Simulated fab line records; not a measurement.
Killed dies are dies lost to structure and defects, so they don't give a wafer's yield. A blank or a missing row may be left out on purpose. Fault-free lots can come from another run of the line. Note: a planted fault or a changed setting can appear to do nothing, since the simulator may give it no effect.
Lot-split experiment ; flow n5Finfet ; 21 wafers read across 7 lots, on a route 1938 steps long

## ABOUT THE SPLIT
At N5_BEOL_M3_DEP_57 (deposits SiCN from 3MS/NH3, target thk 8 nm, time 14 s), the setting timeS was moved away from the recipe's 14 s on 5 of the 21 wafers read, by -10.4% to +12.9%. The other wafers ran this setting at the recipe's value.

The split's own step is where the reading is taken.

## THE READING
SiCN_of_BEOL_M3_DEP_57.thkNm (the simulator's own value, which no gauge read), in nm, at N5_BEOL_M3_DEP_57 (deposits SiCN from 3MS/NH3, target thk 8 nm, time 14 s). The file gives no usual value for it. The 16 wafers here that ran the recipe average 7.9 nm, standard deviation 0.17 nm.

wafer;tool, chamber at the split;timeS as run, s;against the recipe;SiCN_of_BEOL_M3_DEP_57.thkNm, nm;against lot-mates on the recipe
L074.3;pecvd-01, 1,2;14;recipe;7.8;-
L074.6;pecvd-01, 1,2;14;recipe;7.8;-
L074.4;pecvd-01, 0;14;recipe;8;-
L076.2;pecvd-04, 2;13.22;-5.6%;7.6;-0.4
L076.3;pecvd-04, 1;14;recipe;7.8;-
L076.6;pecvd-04, 0;14;recipe;8.2;-
L077.2;pecvd-02, 0;14;recipe;8.2;-
L077.4;pecvd-02, 0;14;recipe;8.2;-
L077.3;pecvd-02, 2;14;recipe;7.8;-
L078.1;pecvd-02, 2;12.55;-10.4%;6.8;-1.2
L078.2;pecvd-02, 0;14;recipe;8;-
L078.5;pecvd-02, 1;12.55;-10.4%;7.2;-0.8
L079.1;pecvd-01, 0;15.8;+12.9%;8.8;+1.2
L079.3;pecvd-01, 1;14;recipe;7.6;-
L079.5;pecvd-01, 0;15.8;+12.9%;9;+1.4
L096.1;pecvd-02, 2,0,0;14;recipe;8;-
L096.3;pecvd-02, 2,0,0;14;recipe;8;-
L096.6;pecvd-02, 2,0,0;14;recipe;8;-
L097.1;pecvd-04, 0,2,1;14;recipe;7.8;-
L097.2;pecvd-04, 0,2,1;14;recipe;7.8;-
L097.6;pecvd-04, 0,2,1;14;recipe;7.8;-
The file does not say which wafer passed through which chamber wherever a row lists several chambers: such a row stands for several wafers.

FIT RESULTS
A straight line over all 21 wafers: SiCN_of_BEOL_M3_DEP_57.thkNm changes by +0.0799 nm for each +1% of timeS; r = +0.93; the points scatter about the line by 0.18 nm.
The same after taking each lot's own level away (the mean of its wafers on the recipe; 21 wafers): +0.0978 nm for each +1%; r = +0.97; scatter 0.13 nm.
On that fit, the largest move of timeS shifts the reading by 1.3 nm.
Measured against the standard deviation above, the lots' own levels, which go from 7.60 to 8.07 nm, span 2.7 times it.
So the slope is not independent of the lot-to-lot level: the two fits are not the same.
Check: with one of the wafers moved furthest among these (+12.9%) left out of the fit, the line predicts +1.31 nm for it against its lot-mates. It came out at +1.2 nm against them.

## FILE'S OWN FIT
SiCN_of_BEOL_M3_DEP_57.thkNm changes by +0.0965 nm for each +1% of timeS, r = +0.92.
